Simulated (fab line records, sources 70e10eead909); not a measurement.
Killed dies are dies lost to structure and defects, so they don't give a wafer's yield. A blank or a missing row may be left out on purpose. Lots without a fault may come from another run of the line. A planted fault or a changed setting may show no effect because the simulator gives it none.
Which tool did it? | flow nand_harc | 10 lots, 30 wafers sampled, at 3 steps of a route of 1302

WHAT THE GAUGES READ, wafer by wafer
NHARC_P_STI_CD_MEAS_09: target cd 200 nm. Usual: cd_nm 200.8 nm, standard deviation 1.9.
lot  | measured     | on        | cd_nm (nm)                          | flag
L275 | day 2 23:49  | cd_sem-02 | 199.5 196.5 196.9                   |
L277 | day 3 17:40  | cd_sem-03 | 235.1 232.9 233.7 234.9 232.7 233.8 | OFF
L287 | day 7 20:46  | cd_sem-02 | 204.3 201.7 201.5                   |
L288 | day 8 06:49  | cd_sem-01 | 198.3 200.4 201.3                   |
L290 | day 9 06:17  | cd_sem-01 | 200.4 200.8 201.3                   |
L293 | day 10 06:37 | cd_sem-01 | 200.4 200.4 204.4                   |
L294 | day 10 16:52 | cd_sem-02 | 200.0 197.4 199.7                   |
L295 | day 11 03:22 | cd_sem-02 | 202.9 202.6 201.9                   |
L297 | day 11 22:36 | cd_sem-03 | 200.7 200.2 199.1                   |
L298 | day 12 10:21 | cd_sem-01 | 198.7 196.6 203.6                   |

NHARC_P_STI_OCD_MEAS_17. Usual: trench_depth_nm 301 nm, standard deviation 5.7; trench_foot_cd_nm 158.8 nm, standard deviation 2.
lot  | measured     | on     | trench_depth_nm (nm)    | trench_foot_cd_nm (nm)              | flag
L275 | day 3 00:36  | ocd-01 | 301 297 304             | 157.6 154.7 154.2                   |
L277 | day 4 03:33  | ocd-02 | 302 309 308 301 309 309 | 192.8 189.8 190.1 193.0 189.0 190.8 | OFF
L287 | day 7 21:35  | ocd-01 | 294 295 294             | 162.7 160.0 160.8                   |
L288 | day 8 07:36  | ocd-02 | 306 300 306             | 155.5 158.8 159.0                   |
L290 | day 9 07:04  | ocd-02 | 299 294 299             | 159.2 160.3 159.6                   |
L293 | day 10 07:24 | ocd-01 | 297 299 292             | 158.3 158.8 163.2                   |
L294 | day 10 17:42 | ocd-01 | 291 289 297             | 159.1 157.2 158.6                   |
L295 | day 11 04:08 | ocd-01 | 303 297 297             | 160.7 161.3 160.1                   |
L297 | day 11 23:23 | ocd-01 | 298 306 306             | 159.1 157.9 157.1                   |
L298 | day 12 11:11 | ocd-01 | 304 293 302             | 156.3 155.6 161.5                   |

WHICH TOOL RAN EACH LOT (tool, then ch and the chambers of the sampled wafers, then the start)
lot  | NHARC_P_STI_EXPOSE_06
L275 | krf_scanner-02 ch 0, day 2 23:40
L277 | krf_scanner-01 ch 0, day 3 17:31
L287 | krf_scanner-02 ch 0, day 7 20:37
L288 | krf_scanner-02 ch 0, day 8 06:40
L290 | krf_scanner-03 ch 0, day 9 06:08
L293 | krf_scanner-02 ch 0, day 10 06:28
L294 | krf_scanner-03 ch 0, day 10 16:43
L295 | krf_scanner-02 ch 0, day 11 03:13
L297 | krf_scanner-02 ch 0, day 11 22:27
L298 | krf_scanner-01 ch 0, day 12 10:12
- NHARC_P_STI_EXPOSE_06: exposes mask P STI, target cd 200 nm.

WHAT THE TOOLS THEMSELVES READ (means of the sampled wafers that have a number; where no wafer has one, the mark that the record gives instead)
NHARC_P_STI_EXPOSE_06. Usual: exposure_dose_mJ_cm2 37.68, standard deviation 0.035; stage_vel_mm_s 499.98 mm/s, standard deviation 0.25.
lot  | tool           | exposure_dose_mJ_cm2 | stage_vel_mm_s (mm/s) | flag
L275 | krf_scanner-02 | 37.70                | 500.02                |
L277 | krf_scanner-01 | 37.70                | 500.29                |
L287 | krf_scanner-02 | 37.72                | 499.83                |
L288 | krf_scanner-02 | 37.69                | 500.00                |
L290 | krf_scanner-03 | 37.68                | 499.77                |
L293 | krf_scanner-02 | 37.71                | 500.09                |
L294 | krf_scanner-03 | 37.65                | 499.98                |
L295 | krf_scanner-02 | 37.71                | 499.78                |
L297 | krf_scanner-02 | 37.73                | 499.86                |
L298 | krf_scanner-01 | 37.64                | 499.77                |

THE ANSWER, worked out from the rows above alone
Rule: a lot is off if the mean of its wafers that have a number lies more than 3 standard deviations from the usual mean. A lot without any number at a reading at which 4 lots or more have one is off too. The other lots that the step has rows for count as sound. The gauges are gone through in route order, then the tools' own readings, and for those a lot's mean is taken as printed above. The first step at which some lot is off is used, and at that step the reading that is off furthest; a lot without a number counts as furthest.
Off: L277, at NHARC_P_STI_CD_MEAS_09 (cd_nm).
A tool fits if, at a process step before that reading, it ran every lot that is off, and no sound lot after the first of them. The gauges at NHARC_P_STI_CD_MEAS_09 aren't tried: what is off there is off at NHARC_P_STI_OCD_MEAS_17 too, on other tools, and a gauge's error can't cause that. None of those tried fits.

WHAT THE SIMULATOR HAD PUT IN
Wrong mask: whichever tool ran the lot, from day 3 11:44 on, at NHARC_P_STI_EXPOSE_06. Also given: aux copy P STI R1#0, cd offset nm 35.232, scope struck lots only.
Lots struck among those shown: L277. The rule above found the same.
